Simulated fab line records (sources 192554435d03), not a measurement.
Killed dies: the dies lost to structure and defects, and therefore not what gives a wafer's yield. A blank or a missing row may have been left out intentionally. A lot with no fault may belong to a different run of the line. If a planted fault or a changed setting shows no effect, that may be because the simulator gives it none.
Shared-tool check ; flow n5Finfet ; 7 lots, 21 wafers sampled

REASON FOR OPENING
Flagged at N5_DUMMY_GATE_INSPECT_27: reading rawDefectCount, on 2 of 7 lots. Fault-free wafers read 297, with a standard deviation of 66.
Rule: flag the lot when none of its wafers has a number, or when each of its wafers that has one lies beyond 4 standard deviations from that mean. As for the other lots, they are considered sound.

lot;measured;on;rawDefectCount, wafer by wafer;flag
L922;day 3 18:26;defectInspect-02;236 336 270;
L931;day 5 23:15;defectInspect-01;1088 1194 1067;FLAGGED
L932;day 6 06:41;defectInspect-02;993 942 967;FLAGGED
L934;day 6 17:37;defectInspect-01;391 295 287;
L936;day 7 12:13;defectInspect-01;294 395 268;
L940;day 8 07:13;defectInspect-01;284 308 447;
L941;day 8 15:11;defectInspect-01;297 330 222;
Average over the flagged lots: 1042; offset from the usual +745, equal to +11 standard deviations.

LOT BY LOT: THE TOOL USED
Before the reading, the record contains 3 process steps out of a 1938-step route. Cell contents, in order: the tool; ch with the chambers the sampled wafers went through; the start.
lot;flag;N5_DUMMY_GATE_ETCH_37;N5_DUMMY_GATE_TRIM_49;N5_DUMMY_GATE_ETCH_31
L922;;rieDiel-02 ch 2,3, day 3 17:25;rieSi-04 ch 0,3, day 3 17:30;rieDiel-06 ch 0,2,3, day 3 17:42
L931;FLAGGED;rieDiel-02 ch 0,1, day 5 22:14;rieSi-04 ch 0,1,2, day 5 22:19;rieDiel-02 ch 0,3, day 5 22:31
L932;FLAGGED;rieDiel-05 ch 1,2,3, day 6 05:35;rieSi-04 ch 0,2,3, day 6 05:40;rieDiel-05 ch 0,1,3, day 6 05:53
L934;;rieDiel-05 ch 1,2,3, day 6 16:28;rieSi-01 ch 0,1,2, day 6 16:32;rieDiel-02 ch 1,3, day 6 16:51
L936;;rieDiel-02 ch 0,2, day 7 11:06;rieSi-05 ch 0,1,3, day 7 11:11;rieDiel-05 ch 0,1,3, day 7 11:29
L940;;rieDiel-06 ch 0,1, day 8 06:02;rieSi-05 ch 0,1,2, day 8 06:07;rieDiel-05 ch 1,2,3, day 8 06:20
L941;;rieDiel-02 ch 1,3, day 8 14:09;rieSi-05 ch 0,1, day 8 14:14;rieDiel-06 ch 0,1,2, day 8 14:26
What is done by these steps:
- N5_DUMMY_GATE_ETCH_37: etches SOC in N2/H2, target depth 60 nm, overetch 30 nm.
- N5_DUMMY_GATE_TRIM_49: chemistry O2, time 29 s, target cd 14 nm.
- N5_DUMMY_GATE_ETCH_31: etches SiO2 in C4F6/O2, target depth 82.5 nm, time 27.5 s.
- N5_DUMMY_GATE_INSPECT_27: inspects for defects (brightfield).

FLAGGED OVER TOTAL, TOOL BY TOOL (the gauges that took the reading come last)
step;tool;lots run;flagged;share of the flagged lots;sound lots run after its first flagged lot
N5_DUMMY_GATE_ETCH_37;rieDiel-02;4;1;some;2 (L936,L941)
N5_DUMMY_GATE_ETCH_37;rieDiel-05;2;1;some;1 (L934)
N5_DUMMY_GATE_ETCH_37;rieDiel-06;1;0;none;-
N5_DUMMY_GATE_TRIM_49;rieSi-01;1;0;none;-
N5_DUMMY_GATE_TRIM_49;rieSi-04;3;2;all;0
N5_DUMMY_GATE_TRIM_49;rieSi-05;3;0;none;-
N5_DUMMY_GATE_ETCH_31;rieDiel-02;2;1;some;1 (L934)
N5_DUMMY_GATE_ETCH_31;rieDiel-05;3;1;some;2 (L936,L940)
N5_DUMMY_GATE_ETCH_31;rieDiel-06;2;0;none;-
N5_DUMMY_GATE_INSPECT_27;defectInspect-01;5;1;some;4 (L934,L936,L940,L941)
N5_DUMMY_GATE_INSPECT_27;defectInspect-02;2;1;some;0

THE TABLE: WHAT IT ALLOWS
1 row of the table ran every flagged lot: rieSi-04 at N5_DUMMY_GATE_TRIM_49.
- rieSi-04 at N5_DUMMY_GATE_TRIM_49 ran 3 lots, 2 of them flagged. It ran its last sound lot, L922, at day 3 17:30 and its first flagged lot, L931, at day 5 22:19: a fault with its onset between the two fits.
Just one tool remains: rieSi-04 at N5_DUMMY_GATE_TRIM_49.

WHAT THE SIMULATOR PUT IN
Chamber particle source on rieSi-04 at N5_DUMMY_GATE_TRIM_49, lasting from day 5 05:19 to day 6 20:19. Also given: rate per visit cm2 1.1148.
Lots struck among those shown: L931, L932. The rule given above showed the same thing.
